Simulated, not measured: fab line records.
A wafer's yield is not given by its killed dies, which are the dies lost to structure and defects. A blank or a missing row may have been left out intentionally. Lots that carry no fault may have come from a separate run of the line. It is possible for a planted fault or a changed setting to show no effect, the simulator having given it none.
fab line records :: flow nand_harc
record
  lots=14
  wafers=42
  last_day=33
route steps=1302 shown A_BLC@1123 THIN_TSV@1259 END@1302
lots that met no fault: taken from a fault-free run of the same line
start_h: hours from the record's opening day to when the first of the lot's shown wafers began :: wait_h: hours from the lot's prior step to this one :: " repeats the value in the row above :: L1.1+2: several wafers, shown together as one row :: - no value, or no start was given :: * or withheld: withheld :: < > ~ a bound
route shown NAME@n: NAME is a module with steps in the file, n the number in the route of the first one :: usual: mean/standard deviation of fault-free wafers :: same: alike in all rows :: chamber/n: place in a boat :: sites: each site's reading :: _std_site: standard deviation across them :: _edge_site: mean of outer sites minus mean of inner sites :: radius_mm: for every site, how far away it sits from the centre of the wafer :: mask NAME#n: copy n :: behind: tool/chamber where the wafer was last shaped :: hold: the reason the lot was held/the length of the hold in hours/how it ended :: device: names the non-switching transistor (n, p or np) :: end of line: tests run on the same wafers once the route is complete :: a step given without rows: its recipe and nothing more :: killed: dies lost to structure and defects at the first sort, not the wafer's yield :: map: a wafer's dies, marking killed ones x, the rest . and places with no die _
set.NAME: the setting that was run; set.NAME@STEP: the one run at that earlier step :: model.NAME: the simulator's own value behind a step, which no gauge read
route steps across a sampled set of lots; one table per step, one row per wafer
services: the hour from which a tool's chamber was out of use, counted from the record's first day as start_h (under 0 if before that day), plus the number of hours and why
## steps
# step NHARC_A_BLC_ETCH_18
# recipe
  target_depth_a=9100
  c4f8_flow_sccm=20
  o2_flow_sccm=10
  ar_flow_sccm=withheld
  rf_w=600
  bias_w=1500
  chemistry=C4F8/O2/Ar
# usual
  oes_product_au=0.954/0.022
  rf_vpp_V=977/7
lot.wafer: L386.1
tool: rie_diel-06
chamber: 2
start_h: 526.67
wait_h: -
oes_product_au: 0.969
rf_hours_counter_h: 12
rf_vpp_V: 981

lot.wafer: L386.5
tool: rie_diel-06
chamber: 0
start_h: 526.67
wait_h: -
oes_product_au: 0.956
rf_hours_counter_h: -
rf_vpp_V: 970

lot.wafer: L386.6
tool: rie_diel-06
chamber: 1
start_h: 526.67
wait_h: -
oes_product_au: 0.960
rf_hours_counter_h: -
rf_vpp_V: 987

lot.wafer: L385.4
tool: rie_diel-11
chamber: 3
start_h: 531.59
wait_h: -
oes_product_au: 0.929
rf_hours_counter_h: 9
rf_vpp_V: 969

lot.wafer: L385.2
tool: rie_diel-11
chamber: 1
start_h: 531.59
wait_h: -
oes_product_au: 0.912
rf_hours_counter_h: 8
rf_vpp_V: 969

lot.wafer: L385.6
tool: rie_diel-11
chamber: 0
start_h: 531.59
wait_h: -
oes_product_au: 0.939
rf_hours_counter_h: -
rf_vpp_V: 973

lot.wafer: L387.1
tool: rie_diel-11
chamber: 2
start_h: 538.45
wait_h: -
oes_product_au: 0.974
rf_hours_counter_h: 7
rf_vpp_V: 985

lot.wafer: L387.3
tool: rie_diel-11
chamber: 0
start_h: 538.45
wait_h: -
oes_product_au: 0.983
rf_hours_counter_h: 9
rf_vpp_V: 974

lot.wafer: L387.2
tool: rie_diel-11
chamber: 1
start_h: 538.45
wait_h: -
oes_product_au: 0.974
rf_hours_counter_h: 8
rf_vpp_V: 969

lot.wafer: L388.4
tool: rie_diel-10
chamber: 3
start_h: 540.75
wait_h: -
oes_product_au: 0.962
rf_hours_counter_h: 7
rf_vpp_V: 981

lot.wafer: L388.3
tool: rie_diel-10
chamber: 0
start_h: 540.75
wait_h: -
oes_product_au: 0.969
rf_hours_counter_h: 7
rf_vpp_V: 989

lot.wafer: L388.2
tool: rie_diel-10
chamber: 1
start_h: 540.75
wait_h: -
oes_product_au: 0.984
rf_hours_counter_h: 6
rf_vpp_V: 971

lot.wafer: L391.1
tool: rie_diel-10
chamber: 0
start_h: 587.26
wait_h: -
oes_product_au: 0.984
rf_hours_counter_h: 9
rf_vpp_V: 987

lot.wafer: L391.4
tool: rie_diel-10
chamber: 1
start_h: 587.26
wait_h: -
oes_product_au: 0.978
rf_hours_counter_h: 8
rf_vpp_V: 973

lot.wafer: L391.2
tool: rie_diel-10
chamber: 2
start_h: 587.26
wait_h: -
oes_product_au: 0.953
rf_hours_counter_h: 8
rf_vpp_V: 976

lot.wafer: L390.2
tool: rie_diel-10
chamber: 3
start_h: 589.93
wait_h: -
oes_product_au: 0.917
rf_hours_counter_h: 10
rf_vpp_V: 982

lot.wafer: L390.1
tool: rie_diel-10
chamber: 1
start_h: 589.93
wait_h: -
oes_product_au: 0.924
rf_hours_counter_h: 9
rf_vpp_V: 970

lot.wafer: L390.6
tool: rie_diel-10
chamber: 2
start_h: 589.93
wait_h: -
oes_product_au: 0.917
rf_hours_counter_h: -
rf_vpp_V: 974

lot.wafer: L393.1
tool: rie_diel-10
chamber: 0
start_h: 610.26
wait_h: -
oes_product_au: 0.970
rf_hours_counter_h: 1
rf_vpp_V: 987

lot.wafer: L393.4
tool: rie_diel-10
chamber: 1
start_h: 610.26
wait_h: -
oes_product_au: 0.957
rf_hours_counter_h: 0
rf_vpp_V: 972

lot.wafer: L393.5
tool: rie_diel-10
chamber: 3
start_h: 610.26
wait_h: -
oes_product_au: 0.968
rf_hours_counter_h: -
rf_vpp_V: 981

lot.wafer: L397.4
tool: rie_diel-10
chamber: 1
start_h: 617.95
wait_h: -
oes_product_au: 0.963
rf_hours_counter_h: 1
rf_vpp_V: 972

lot.wafer: L397.2
tool: rie_diel-10
chamber: 2
start_h: 617.95
wait_h: -
oes_product_au: 0.987
rf_hours_counter_h: 1
rf_vpp_V: 975

lot.wafer: L397.6
tool: rie_diel-10
chamber: 3
start_h: 617.95
wait_h: -
oes_product_au: 0.982
rf_hours_counter_h: -
rf_vpp_V: 982

lot.wafer: L400.3
tool: rie_diel-10
chamber: 2
start_h: 650.35
wait_h: -
oes_product_au: 0.950
rf_hours_counter_h: 3
rf_vpp_V: 974

lot.wafer: L400.4
tool: rie_diel-10
chamber: 3
start_h: 650.35
wait_h: -
oes_product_au: 0.948
rf_hours_counter_h: 3
rf_vpp_V: 981

lot.wafer: L400.6
tool: rie_diel-10
chamber: 1
start_h: 650.35
wait_h: -
oes_product_au: 0.978
rf_hours_counter_h: -
rf_vpp_V: 971

lot.wafer: L399.4
tool: rie_diel-10
chamber: 2
start_h: 666.96
wait_h: -
oes_product_au: 0.939
rf_hours_counter_h: 4
rf_vpp_V: 973

lot.wafer: L399.6
tool: rie_diel-10
chamber: 3
start_h: 666.96
wait_h: -
oes_product_au: 0.950
rf_hours_counter_h: -
rf_vpp_V: 981

lot.wafer: L399.5
tool: rie_diel-10
chamber: 0
start_h: 666.96
wait_h: -
oes_product_au: 0.951
rf_hours_counter_h: -
rf_vpp_V: 987

lot.wafer: L401.2
tool: rie_diel-11
chamber: 0
start_h: 681.15
wait_h: -
oes_product_au: 0.977
rf_hours_counter_h: 6
rf_vpp_V: 974

lot.wafer: L401.3
tool: rie_diel-11
chamber: 3
start_h: 681.15
wait_h: -
oes_product_au: 0.971
rf_hours_counter_h: 6
rf_vpp_V: 968

lot.wafer: L401.6
tool: rie_diel-11
chamber: 1
start_h: 681.15
wait_h: -
oes_product_au: 0.963
rf_hours_counter_h: -
rf_vpp_V: 968

lot.wafer: L406.1
tool: rie_diel-06
chamber: 3
start_h: 719.22
wait_h: -
oes_product_au: 0.922
rf_hours_counter_h: 12
rf_vpp_V: 973

lot.wafer: L406.4
tool: rie_diel-06
chamber: 2
start_h: 719.22
wait_h: -
oes_product_au: 0.925
rf_hours_counter_h: 11
rf_vpp_V: 980

lot.wafer: L406.6
tool: rie_diel-06
chamber: 0
start_h: 719.22
wait_h: -
oes_product_au: 0.947
rf_hours_counter_h: -
rf_vpp_V: 970

lot.wafer: L407.1
tool: rie_diel-11
chamber: 2
start_h: 738.53
wait_h: -
oes_product_au: 0.971
rf_hours_counter_h: 11
rf_vpp_V: 984

lot.wafer: L407.6
tool: rie_diel-11
chamber: 1
start_h: 738.53
wait_h: -
oes_product_au: 0.989
rf_hours_counter_h: -
rf_vpp_V: 967

lot.wafer: L407.5
tool: rie_diel-11
chamber: 2
start_h: 738.53
wait_h: -
oes_product_au: 0.972
rf_hours_counter_h: -
rf_vpp_V: 986

lot.wafer: L408.4
tool: rie_diel-10
chamber: 3
start_h: 755.33
wait_h: -
oes_product_au: 0.945
rf_hours_counter_h: 10
rf_vpp_V: 982

lot.wafer: L408.2
tool: rie_diel-10
chamber: 0
start_h: 755.33
wait_h: -
oes_product_au: 0.949
rf_hours_counter_h: 8
rf_vpp_V: 988

lot.wafer: L408.6
tool: rie_diel-10
chamber: 1
start_h: 755.33
wait_h: -
oes_product_au: 0.934
rf_hours_counter_h: -
rf_vpp_V: 971
# step NHARC_THIN_TSV_CD_MEAS_12
# recipe
  target_cd_nm=1000
  landing_energy_ev=500
# usual
  cd_nm=999.8/1.2
lot.wafer: L386.1
tool: cd_sem-02
chamber: 0
start_h: 554.97
wait_h: -
cd_nm: 1000.2

lot.wafer: L386.5
tool: cd_sem-02
chamber: 0
start_h: 554.97
wait_h: -
cd_nm: 1002.2

lot.wafer: L386.6
tool: cd_sem-02
chamber: 0
start_h: 554.97
wait_h: -
cd_nm: 1000.7

lot.wafer: L385.2
tool: cd_sem-02
chamber: 0
start_h: 556.31
wait_h: -
cd_nm: 999.8

lot.wafer: L385.4
tool: cd_sem-02
chamber: 0
start_h: 556.31
wait_h: -
cd_nm: 1001.1

lot.wafer: L385.6
tool: cd_sem-02
chamber: 0
start_h: 556.31
wait_h: -
cd_nm: 999.4

lot.wafer: L387.1
tool: cd_sem-01
chamber: 0
start_h: 565.93
wait_h: -
cd_nm: 998.4

lot.wafer: L387.2
tool: cd_sem-01
chamber: 0
start_h: 565.93
wait_h: -
cd_nm: 999.7

lot.wafer: L387.3
tool: cd_sem-01
chamber: 0
start_h: 565.93
wait_h: -
cd_nm: 999.7

lot.wafer: L388.2
tool: cd_sem-03
chamber: 0
start_h: 567.26
wait_h: -
cd_nm: 998.8

lot.wafer: L388.3
tool: cd_sem-03
chamber: 0
start_h: 567.26
wait_h: -
cd_nm: 999.8

lot.wafer: L388.4
tool: cd_sem-03
chamber: 0
start_h: 567.26
wait_h: -
cd_nm: 1001.1

lot.wafer: L391.1
tool: cd_sem-02
chamber: 0
start_h: 616.71
wait_h: -
cd_nm: 999.1

lot.wafer: L391.2
tool: cd_sem-02
chamber: 0
start_h: 616.71
wait_h: -
cd_nm: 999.3

lot.wafer: L391.4
tool: cd_sem-02
chamber: 0
start_h: 616.71
wait_h: -
cd_nm: 999.8

lot.wafer: L390.1
tool: cd_sem-01
chamber: 0
start_h: 617.75
wait_h: -
cd_nm: 1000.8

lot.wafer: L390.2
tool: cd_sem-01
chamber: 0
start_h: 617.75
wait_h: -
cd_nm: 1001.3

lot.wafer: L390.6
tool: cd_sem-01
chamber: 0
start_h: 617.75
wait_h: -
cd_nm: 1001.4

lot.wafer: L393.1
tool: cd_sem-02
chamber: 0
start_h: 637.36
wait_h: -
cd_nm: 998.7

lot.wafer: L393.4
tool: cd_sem-02
chamber: 0
start_h: 637.36
wait_h: -
cd_nm: 1001.1

lot.wafer: L393.5
tool: cd_sem-02
chamber: 0
start_h: 637.36
wait_h: -
cd_nm: 1001.8

lot.wafer: L397.2
tool: cd_sem-01
chamber: 0
start_h: 644.63
wait_h: -
cd_nm: 1002.1

lot.wafer: L397.4
tool: cd_sem-01
chamber: 0
start_h: 644.63
wait_h: -
cd_nm: 1000.4

lot.wafer: L397.6
tool: cd_sem-01
chamber: 0
start_h: 644.63
wait_h: -
cd_nm: 1000.5

lot.wafer: L400.3
tool: cd_sem-03
chamber: 0
start_h: 681.28
wait_h: -
cd_nm: 998.6

lot.wafer: L400.4
tool: cd_sem-03
chamber: 0
start_h: 681.28
wait_h: -
cd_nm: 999.9

lot.wafer: L400.6
tool: cd_sem-03
chamber: 0
start_h: 681.28
wait_h: -
cd_nm: 999.5

lot.wafer: L399.4
tool: cd_sem-03
chamber: 0
start_h: 694.03
wait_h: -
cd_nm: 999.9

lot.wafer: L399.5
tool: cd_sem-03
chamber: 0
start_h: 694.03
wait_h: -
cd_nm: 998.0

lot.wafer: L399.6
tool: cd_sem-03
chamber: 0
start_h: 694.03
wait_h: -
cd_nm: 1000.1

lot.wafer: L401.2
tool: cd_sem-01
chamber: 0
start_h: 708.78
wait_h: -
cd_nm: 1001.3

lot.wafer: L401.3
tool: cd_sem-01
chamber: 0
start_h: 708.78
wait_h: -
cd_nm: 1000.6

lot.wafer: L401.6
tool: cd_sem-01
chamber: 0
start_h: 708.78
wait_h: -
cd_nm: 1001.2

lot.wafer: L406.1
tool: cd_sem-02
chamber: 0
start_h: 749.00
wait_h: -
cd_nm: 1000.5

lot.wafer: L406.4
tool: cd_sem-02
chamber: 0
start_h: 749.00
wait_h: -
cd_nm: 1001.0

lot.wafer: L406.6
tool: cd_sem-02
chamber: 0
start_h: 749.00
wait_h: -
cd_nm: 1000.4

lot.wafer: L407.1
tool: cd_sem-01
chamber: 0
start_h: 766.23
wait_h: -
cd_nm: 996.9

lot.wafer: L407.5
tool: cd_sem-01
chamber: 0
start_h: 766.23
wait_h: -
cd_nm: 999.6

lot.wafer: L407.6
tool: cd_sem-01
chamber: 0
start_h: 766.23
wait_h: -
cd_nm: 998.1

lot.wafer: L408.2
tool: cd_sem-03
chamber: 0
start_h: 781.04
wait_h: -
cd_nm: 998.6

lot.wafer: L408.4
tool: cd_sem-03
chamber: 0
start_h: 781.04
wait_h: -
cd_nm: 1001.4

lot.wafer: L408.6
tool: cd_sem-03
chamber: 0
start_h: 781.04
wait_h: -
cd_nm: 1000.5
# step NHARC_THIN_TSV_PRE_CLEAN_54
# recipe
  time_s=30
  temp_c=280
  gas=H2/He
# usual
  heater_power_w=419/34
lot.wafer: L386.1
tool: pvd_sputter-03
chamber: -
start_h: 559.80
wait_h: 0.1
heater_power_w: 363

lot.wafer: L386.6
tool: pvd_sputter-03
chamber: -
start_h: 559.80
wait_h: 0.1
heater_power_w: 425

lot.wafer: L386.5
tool: pvd_sputter-03
chamber: -
start_h: 559.80
wait_h: 0.1
heater_power_w: 364

lot.wafer: L385.2
tool: pvd_sputter-02
chamber: -
start_h: 561.17
wait_h: 0.1
heater_power_w: 360

lot.wafer: L385.4
tool: pvd_sputter-02
chamber: -
start_h: 561.17
wait_h: 0.1
heater_power_w: 397

lot.wafer: L385.6
tool: pvd_sputter-02
chamber: -
start_h: 561.17
wait_h: 0.1
heater_power_w: 426

lot.wafer: L387.2
tool: pvd_sputter-01
chamber: -
start_h: 571.13
wait_h: 0.0
heater_power_w: 404

lot.wafer: L387.1
tool: pvd_sputter-01
chamber: -
start_h: 571.13
wait_h: 0.0
heater_power_w: 437

lot.wafer: L387.3
tool: pvd_sputter-01
chamber: -
start_h: 571.13
wait_h: 0.0
heater_power_w: 484

lot.wafer: L388.2
tool: pvd_sputter-03
chamber: -
start_h: 572.29
wait_h: 0.0
heater_power_w: 420

lot.wafer: L388.3
tool: pvd_sputter-03
chamber: -
start_h: 572.29
wait_h: 0.0
heater_power_w: 376

lot.wafer: L388.4
tool: pvd_sputter-03
chamber: -
start_h: 572.29
wait_h: 0.0
heater_power_w: 366

lot.wafer: L391.2
tool: pvd_sputter-01
chamber: -
start_h: 621.65
wait_h: 0.1
heater_power_w: 445

lot.wafer: L391.4
tool: pvd_sputter-01
chamber: -
start_h: 621.65
wait_h: 0.1
heater_power_w: 475

lot.wafer: L391.1
tool: pvd_sputter-01
chamber: -
start_h: 621.65
wait_h: 0.1
heater_power_w: 413

lot.wafer: L390.2
tool: pvd_sputter-01
chamber: -
start_h: 622.76
wait_h: 0.0
heater_power_w: 446

lot.wafer: L390.1
tool: pvd_sputter-01
chamber: -
start_h: 622.76
wait_h: 0.0
heater_power_w: 422

lot.wafer: L390.6
tool: pvd_sputter-01
chamber: -
start_h: 622.76
wait_h: 0.0
heater_power_w: 447

lot.wafer: L393.1
tool: pvd_sputter-03
chamber: -
start_h: 642.27
wait_h: 0.1
heater_power_w: 422

lot.wafer: L393.4
tool: pvd_sputter-03
chamber: -
start_h: 642.27
wait_h: 0.1
heater_power_w: 365

lot.wafer: L393.5
tool: pvd_sputter-03
chamber: -
start_h: 642.27
wait_h: 0.1
heater_power_w: 420

lot.wafer: L397.4
tool: pvd_sputter-03
chamber: -
start_h: 649.58
wait_h: 0.1
heater_power_w: 365

lot.wafer: L397.2
tool: pvd_sputter-03
chamber: -
start_h: 649.58
wait_h: 0.1
heater_power_w: 434

lot.wafer: L397.6
tool: pvd_sputter-03
chamber: -
start_h: 649.58
wait_h: 0.1
heater_power_w: 434

lot.wafer: L400.3
tool: pvd_sputter-03
chamber: -
start_h: 686.09
wait_h: 0.1
heater_power_w: 371

lot.wafer: L400.4
tool: pvd_sputter-03
chamber: -
start_h: 686.09
wait_h: 0.1
heater_power_w: 439

lot.wafer: L400.6
tool: pvd_sputter-03
chamber: -
start_h: 686.09
wait_h: 0.1
heater_power_w: 373

lot.wafer: L399.4
tool: pvd_sputter-02
chamber: -
start_h: 698.90
wait_h: 0.0
heater_power_w: 391

lot.wafer: L399.5
tool: pvd_sputter-02
chamber: -
start_h: 698.90
wait_h: 0.0
heater_power_w: 364

lot.wafer: L399.6
tool: pvd_sputter-02
chamber: -
start_h: 698.90
wait_h: 0.0
heater_power_w: 392

lot.wafer: L401.2
tool: pvd_sputter-01
chamber: -
start_h: 713.70
wait_h: 0.0
heater_power_w: 433

lot.wafer: L401.3
tool: pvd_sputter-01
chamber: -
start_h: 713.70
wait_h: 0.0
heater_power_w: 418

lot.wafer: L401.6
tool: pvd_sputter-01
chamber: -
start_h: 713.70
wait_h: 0.0
heater_power_w: 454

lot.wafer: L406.4
tool: pvd_sputter-01
chamber: -
start_h: 754.48
wait_h: 0.1
heater_power_w: 429

lot.wafer: L406.1
tool: pvd_sputter-01
chamber: -
start_h: 754.48
wait_h: 0.1
heater_power_w: 493

lot.wafer: L406.6
tool: pvd_sputter-01
chamber: -
start_h: 754.48
wait_h: 0.1
heater_power_w: 433

lot.wafer: L407.1
tool: pvd_sputter-03
chamber: -
start_h: 771.27
wait_h: 0.1
heater_power_w: 368

lot.wafer: L407.6
tool: pvd_sputter-03
chamber: -
start_h: 771.27
wait_h: 0.1
heater_power_w: 371

lot.wafer: L407.5
tool: pvd_sputter-03
chamber: -
start_h: 771.27
wait_h: 0.1
heater_power_w: 419

lot.wafer: L408.2
tool: pvd_sputter-02
chamber: -
start_h: 785.88
wait_h: 0.1
heater_power_w: 393

lot.wafer: L408.4
tool: pvd_sputter-02
chamber: -
start_h: 785.88
wait_h: 0.1
heater_power_w: 434

lot.wafer: L408.6
tool: pvd_sputter-02
chamber: -
start_h: 785.88
wait_h: 0.1
heater_power_w: 433
# step NHARC_THIN_TSV_CD_MEAS_37
# usual
  cd_nm=4999.4/2.3
lot.wafer: L386.1
tool: cd_sem-01
chamber: -
start_h: 562.17
wait_h: -
cd_nm: 4998.3

lot.wafer: L386.5
tool: cd_sem-01
chamber: -
start_h: 562.17
wait_h: -
cd_nm: 4998.6

lot.wafer: L386.6
tool: cd_sem-01
chamber: -
start_h: 562.17
wait_h: -
cd_nm: 4997.9

lot.wafer: L385.2
tool: cd_sem-02
chamber: -
start_h: 563.70
wait_h: -
cd_nm: 5001.3

lot.wafer: L385.4
tool: cd_sem-02
chamber: -
start_h: 563.70
wait_h: -
cd_nm: 5001.1

lot.wafer: L385.6
tool: cd_sem-02
chamber: -
start_h: 563.70
wait_h: -
cd_nm: 4999.9

lot.wafer: L387.1
tool: cd_sem-03
chamber: -
start_h: 573.64
wait_h: -
cd_nm: 4996.1

lot.wafer: L387.2
tool: cd_sem-03
chamber: -
start_h: 573.64
wait_h: -
cd_nm: 4997.7

lot.wafer: L387.3
tool: cd_sem-03
chamber: -
start_h: 573.64
wait_h: -
cd_nm: 4998.0

lot.wafer: L388.2
tool: cd_sem-02
chamber: -
start_h: 574.67
wait_h: -
cd_nm: 5000.7

lot.wafer: L388.3
tool: cd_sem-02
chamber: -
start_h: 574.67
wait_h: -
cd_nm: 5001.4

lot.wafer: L388.4
tool: cd_sem-02
chamber: -
start_h: 574.67
wait_h: -
cd_nm: 5002.7

lot.wafer: L391.1
tool: cd_sem-03
chamber: -
start_h: 624.01
wait_h: -
cd_nm: 4998.1

lot.wafer: L391.2
tool: cd_sem-03
chamber: -
start_h: 624.01
wait_h: -
cd_nm: 5002.3

lot.wafer: L391.4
tool: cd_sem-03
chamber: -
start_h: 624.01
wait_h: -
cd_nm: 5002.1

lot.wafer: L390.1
tool: cd_sem-01
chamber: -
start_h: 625.27
wait_h: -
cd_nm: 4998.5

lot.wafer: L390.2
tool: cd_sem-01
chamber: -
start_h: 625.27
wait_h: -
cd_nm: 4998.7

lot.wafer: L390.6
tool: cd_sem-01
chamber: -
start_h: 625.27
wait_h: -
cd_nm: 4999.7

lot.wafer: L393.1
tool: cd_sem-03
chamber: -
start_h: 644.90
wait_h: -
cd_nm: 5000.0

lot.wafer: L393.4
tool: cd_sem-03
chamber: -
start_h: 644.90
wait_h: -
cd_nm: 5000.8

lot.wafer: L393.5
tool: cd_sem-03
chamber: -
start_h: 644.90
wait_h: -
cd_nm: 5005.1

lot.wafer: L397.2
tool: cd_sem-01
chamber: -
start_h: 651.97
wait_h: -
cd_nm: 5004.8

lot.wafer: L397.4
tool: cd_sem-01
chamber: -
start_h: 651.97
wait_h: -
cd_nm: 5001.0

lot.wafer: L397.6
tool: cd_sem-01
chamber: -
start_h: 651.97
wait_h: -
cd_nm: 5002.6

lot.wafer: L400.3
tool: cd_sem-02
chamber: -
start_h: 688.47
wait_h: -
cd_nm: 4996.8

lot.wafer: L400.4
tool: cd_sem-02
chamber: -
start_h: 688.47
wait_h: -
cd_nm: 4998.9

lot.wafer: L400.6
tool: cd_sem-02
chamber: -
start_h: 688.47
wait_h: -
cd_nm: 4997.3

lot.wafer: L399.4
tool: cd_sem-01
chamber: -
start_h: 701.29
wait_h: -
cd_nm: 4999.5

lot.wafer: L399.5
tool: cd_sem-01
chamber: -
start_h: 701.29
wait_h: -
cd_nm: 4997.4

lot.wafer: L399.6
tool: cd_sem-01
chamber: -
start_h: 701.29
wait_h: -
cd_nm: 4998.3

lot.wafer: L401.2
tool: cd_sem-03
chamber: -
start_h: 716.15
wait_h: -
cd_nm: 5002.5

lot.wafer: L401.3
tool: cd_sem-03
chamber: -
start_h: 716.15
wait_h: -
cd_nm: 5001.9

lot.wafer: L401.6
tool: cd_sem-03
chamber: -
start_h: 716.15
wait_h: -
cd_nm: 5001.2

lot.wafer: L406.1
tool: cd_sem-02
chamber: -
start_h: 756.99
wait_h: -
cd_nm: 5000.6

lot.wafer: L406.4
tool: cd_sem-02
chamber: -
start_h: 756.99
wait_h: -
cd_nm: 4996.6

lot.wafer: L406.6
tool: cd_sem-02
chamber: -
start_h: 756.99
wait_h: -
cd_nm: 4999.4

lot.wafer: L407.1
tool: cd_sem-02
chamber: -
start_h: 773.61
wait_h: -
cd_nm: 4995.7

lot.wafer: L407.5
tool: cd_sem-02
chamber: -
start_h: 773.61
wait_h: -
cd_nm: 4999.1

lot.wafer: L407.6
tool: cd_sem-02
chamber: -
start_h: 773.61
wait_h: -
cd_nm: 4996.5

lot.wafer: L408.2
tool: cd_sem-01
chamber: -
start_h: 788.38
wait_h: -
cd_nm: 5000.6

lot.wafer: L408.4
tool: cd_sem-01
chamber: -
start_h: 788.38
wait_h: -
cd_nm: 5003.6

lot.wafer: L408.6
tool: cd_sem-01
chamber: -
start_h: 788.38
wait_h: -
cd_nm: 5001.3
# step NHARC_END_SORT_01
# recipe
  temp_c=25
# usual
  killed_at_array=56/19
  killed_at_other=1.0/1.5
  killed_at_periphery=3.4/2.4
  killed_dies=60/19
  killed_open=3.3/1.8
  killed_short=2.4/1.7
# same
  gross_dies=677
lot.wafer: L400.3
tool: prober-02
chamber: 0
start_h: 697.60
wait_h: 3.1
killed_at_array: 113
killed_at_other: 0
killed_at_periphery: 3
killed_dies: 116
killed_open: 2
killed_short: 4

lot.wafer: L400.4
tool: prober-02
chamber: 0
start_h: 698.38
wait_h: 3.4
killed_at_array: 46
killed_at_other: 0
killed_at_periphery: 2
killed_dies: 48
killed_open: 3
killed_short: 0

lot.wafer: L400.6
tool: prober-02
chamber: 0
start_h: 699.96
wait_h: 3.9
killed_at_array: 54
killed_at_other: 0
killed_at_periphery: 2
killed_dies: 56
killed_open: 2
killed_short: 5

lot.wafer: L399.4
tool: prober-02
chamber: 0
start_h: 711.28
wait_h: 3.4
killed_at_array: 116
killed_at_other: 0
killed_at_periphery: 2
killed_dies: 118
killed_open: 1
killed_short: 1

lot.wafer: L399.5
tool: prober-02
chamber: 0
start_h: 712.08
wait_h: 3.7
killed_at_array: 52
killed_at_other: 0
killed_at_periphery: 2
killed_dies: 54
killed_open: 1
killed_short: 0

lot.wafer: L399.6
tool: prober-02
chamber: 0
start_h: 712.89
wait_h: 4.0
killed_at_array: 46
killed_at_other: 0
killed_at_periphery: 5
killed_dies: 51
killed_open: 1
killed_short: 1
# killed by level:class
L400.3 A_BLC:unspecified=70 A_CHANNEL_HOLE_D1:chamber_film_flake=27 A_WL_FILL:chamber_film_flake=4 A_CHANNEL_FILL_D2:chamber_film_flake=3 A_SLIT:chamber_film_flake=2 P_STI:geometric_particle:short=1 P_M0:geometric_particle:short=1 A_ONON_D1:geometric_particle:open=1
L400.4 A_CHANNEL_HOLE_D1:chamber_film_flake=26 A_WL_FILL:chamber_film_flake=6 A_CHANNEL_FILL_D2:chamber_film_flake=4 A_CONTACT:chamber_film_flake=4 P_ZERO_WELL:chamber_film_flake=2 A_DECK1_JOINT:chamber_film_flake=2 A_ONON_D1:geometric_particle:open=1 A_CHANNEL_FILL_D1:geometric_particle:open=1
L400.6 A_CHANNEL_HOLE_D1:chamber_film_flake=33 A_WL_FILL:chamber_film_flake=4 A_SLIT:chamber_film_flake=3 A_ONON_D1:geometric_particle:short=2 A_DECK1_JOINT:chamber_film_flake=2 A_CONTACT:chamber_film_flake=2 P_M2:geometric_particle:open=1 A_DECK1_JOINT:geometric_particle:short=1
L399.4 A_BLC:unspecified=71 A_SLIT:chamber_film_flake=21 A_CHANNEL_HOLE_D2:chamber_film_flake=12 A_CHANNEL_HOLE_D1:chamber_film_flake=4 A_CONTACT:chamber_film_flake=4 P_GATE:chamber_film_flake=2 A_ONON_D1:geometric_particle:short=1 A_CHANNEL_FILL_D2:geometric_particle:open=1
L399.5 A_SLIT:chamber_film_flake=25 A_CHANNEL_HOLE_D2:chamber_film_flake=14 A_CHANNEL_HOLE_D1:chamber_film_flake=6 A_CONTACT:chamber_film_flake=4 P_GATE:chamber_film_flake=2 A_CHANNEL_HOLE_D2:geometric_particle:open=1 A_CHANNEL_FILL_D2:chamber_film_flake=1 A_STAIRCASE:chamber_film_flake=1
L399.6 A_SLIT:chamber_film_flake=25 A_CHANNEL_HOLE_D1:chamber_film_flake=11 A_CHANNEL_HOLE_D2:chamber_film_flake=8 P_GATE:chamber_film_flake=2 P_M1:chamber_film_flake=2 A_ONON_D1:geometric_particle:open=1 A_CHANNEL_FILL_D1:geometric_particle:short=1 P_STI:chamber_film_flake=1
## services
tool: rie_diel-06
chamber: 3
start_h: 510.42
hours: 22.2
kind: repair

tool: pvd_sputter-03
chamber: -
start_h: 526.45
hours: 10.0
kind: pm

tool: rie_diel-10
chamber: 0
start_h: 526.50
hours: -
kind: clean

tool: pvd_sputter-01
chamber: -
start_h: 528.02
hours: 4.1
kind: repair

tool: rie_diel-10
chamber: -
start_h: 541.25
hours: 0.4
kind: repair

tool: rie_diel-11
chamber: 2
start_h: 585.21
hours: 2.0
kind: repair

tool: pvd_sputter-01
chamber: -
start_h: 590.74
hours: 1.7
kind: repair

tool: rie_diel-11
chamber: 1
start_h: 594.15
hours: 10.2
kind: repair

tool: rie_diel-10
chamber: -
start_h: 596.50
hours: 9.0
kind: pm

tool: rie_diel-11
chamber: -
start_h: 610.42
hours: 9.0
kind: pm

tool: pvd_sputter-01
chamber: -
start_h: 611.30
hours: 2.5
kind: repair

tool: rie_diel-11
chamber: 0
start_h: 627.77
hours: 4.4
kind: repair

tool: pvd_sputter-02
chamber: -
start_h: 638.00
hours: 10.0
kind: pm

tool: rie_diel-06
chamber: 0
start_h: 639.70
hours: 3.0
kind: repair

tool: rie_diel-06
chamber: -
start_h: 661.22
hours: 9.0
kind: pm

tool: pvd_sputter-01
chamber: -
start_h: 662.87
hours: 2.0
kind: repair

tool: pvd_sputter-03
chamber: -
start_h: 690.26
hours: 3.2
kind: repair

tool: rie_diel-10
chamber: 1
start_h: 703.14
hours: 18.2
kind: repair

tool: pvd_sputter-03
chamber: -
start_h: 704.45
hours: 10.0
kind: pm

tool: rie_diel-10
chamber: 2
start_h: 743.52
hours: 9.9
kind: repair

tool: rie_diel-10
chamber: 0
start_h: 748.02
hours: 4.7
kind: repair

tool: pvd_sputter-01
chamber: -
start_h: 770.41
hours: 10.0
kind: pm

tool: rie_diel-10
chamber: -
start_h: 773.50
hours: 9.0
kind: pm

tool: pvd_sputter-02
chamber: -
start_h: 779.34
hours: 3.8
kind: repair
## key
first_sign
  step=NHARC_END_SORT_01
  reading=killed_at_array
  direction=up
  sigmas=3.1
  usual=56
  struck=114
effect
  step=NHARC_END_SORT_01
  reading=killed_dies
  direction=up
  sigmas=3
  usual=60
  struck=117
more_kills_born_at
  NHARC_A_BLC_ETCH_18@rie_diel-10=141
met_at NHARC_A_BLC_ETCH_18
struck_lots L399,L400
struck_wafers L399.4,L400.3
tester_left_out L399,L400
not_acting_at NHARC_THIN_TSV_CD_MEAS_12,NHARC_THIN_TSV_PRE_CLEAN_54,NHARC_THIN_TSV_CD_MEAS_37
onset_between 617.95 650.35
fault
  kind=chamber_particle_source
  tool=rie_diel-10
  chamber=2
  onset_h=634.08
  steps=NHARC_A_BLC_ETCH_18
  rate_per_visit_cm2=2.1113
  end_h=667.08
# tester_left_out: of these lots the tester's yield and bins aren't shown, on N5 and GAA mostly nor the transistor test; their killed dies are dies lost to structure and defects alone, not to doping, threshold or leakage, so they don't give the yield
